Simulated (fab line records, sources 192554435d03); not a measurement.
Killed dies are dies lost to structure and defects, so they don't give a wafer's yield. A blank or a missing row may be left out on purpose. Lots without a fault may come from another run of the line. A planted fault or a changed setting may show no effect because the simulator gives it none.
Chamber matching | flow n5_finfet | N5_BEOL_M8_ALD_77 on ald_metal-02: 4 sister chambers
The step deposits TaN, target thk 2 nm, pulse time 2 s, purge time 3 s. 22 wafers are shown with their chamber, then 11 later ones without.

WAFERS WITH THEIR CHAMBER
wafer  | chamber | heater_power_w (W) | precursor_vessel_temp_c (C) | chamber_pressure_Torr (Torr)
L074.2 | 0       | 436                | 75.06                       | 3.005
L074.3 | 1       | 387                | 74.95                       | 2.997
L074.5 | 2       | 482                | 74.99                       | 3.008
L076.1 | 3       | 453                | 75.20                       | 2.996
L076.2 | 1       | 388                | 75.06                       | 3.003
L076.5 | 3       | 438                | 75.01                       | 2.997
L078.1 | 2       | 482                | 74.93                       | 3.006
L078.3 | 0       | 449                | 74.93                       | 3.008
L078.5 | 0       | 438                | 75.12                       | 3.003
L080.2 | 0       | 454                | 75.05                       | 2.993
L080.3 | 3       | 445                | 75.00                       | 2.996
L080.4 | 1       | 382                | 75.14                       | 3.001
L084.4 | 3       | 439                | 74.99                       | 3.011
L084.5 | 1       | 394                | 74.94                       | 2.997
L084.6 | 0       | 445                | 74.97                       | 2.990
L085.1 | 3       | 444                | 75.06                       | 3.002
L085.4 | 2       | 485                | 75.22                       | 2.998
L085.5 | 1       | 396                | 74.82                       | 3.003
L087.2 | 3       | 442                | 75.36                       | 2.999
L087.4 | 1       | 387                | 74.95                       | 2.991
L087.5 | 3       | 446                | 75.16                       | 2.995
L090.1 | 3       | 449                | 75.04                       | 3.005

SIGNATURES (means of the wafers above)
reading                 | chamber 0 | chamber 1 | chamber 2 | chamber 3 | scatter within a chamber
heater_power_w          | 444.40    | 389.00    | 483.00    | 444.50    | 5.46
precursor_vessel_temp_c | 75.0260   | 74.9767   | 75.0467   | 75.1025   | 0.117
chamber_pressure_Torr   | 2.99980   | 2.99867   | 3.00400   | 3.00013   | 0.0059
Rule: a wafer's distance from a chamber is the root of the sum, over the readings, of the square of ((its reading less the chamber's mean) divided by the reading's scatter). The wafer belongs to the nearest chamber; if the next one is less than 2 further off, it can't be placed. The scatter: the root of (the sum of the squares of (reading less its chamber's mean) over the shown wafers, divided by (wafers less chambers)).

WAFERS WITHOUT THEIR CHAMBER
wafer  | heater_power_w (W) | precursor_vessel_temp_c (C) | chamber_pressure_Torr (Torr)
L090.4 | 437                | 75.18                       | 3.010
L090.5 | 468                | 74.89                       | 3.002
L093.1 | 389                | 75.13                       | 2.999
L093.2 | 475                | 74.92                       | 3.001
L093.3 | 442                | 74.98                       | 3.001
L094.2 | 470                | 74.98                       | 3.002
L094.4 | 440                | 75.27                       | 2.997
L094.5 | 481                | 75.01                       | 3.008
L092.2 | 400                | 74.84                       | 2.990
L092.4 | 481                | 74.88                       | 2.997
L092.6 | 457                | 75.03                       | 3.008

WHICH CHAMBER EACH WENT THROUGH
wafer  | from the rows above          | in truth
L090.4 | can't be placed: 3 or 0      | 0
L090.5 | can't be placed: 2 or 0 or 3 | 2
L093.1 | 1                            | 1
L093.2 | 2                            | 2
L093.3 | can't be placed: 0 or 3      | 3
L094.2 | 2                            | 2
L094.4 | can't be placed: 3 or 0      | 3
L094.5 | 2                            | 2
L092.2 | 1                            | 1
L092.4 | 2                            | 2
L092.6 | can't be placed: 0 or 3      | 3
Placed correctly: 6 of 11. Can't be placed from these rows: 5 (the true chamber is among the candidates in 5). Placed wrongly: 0.
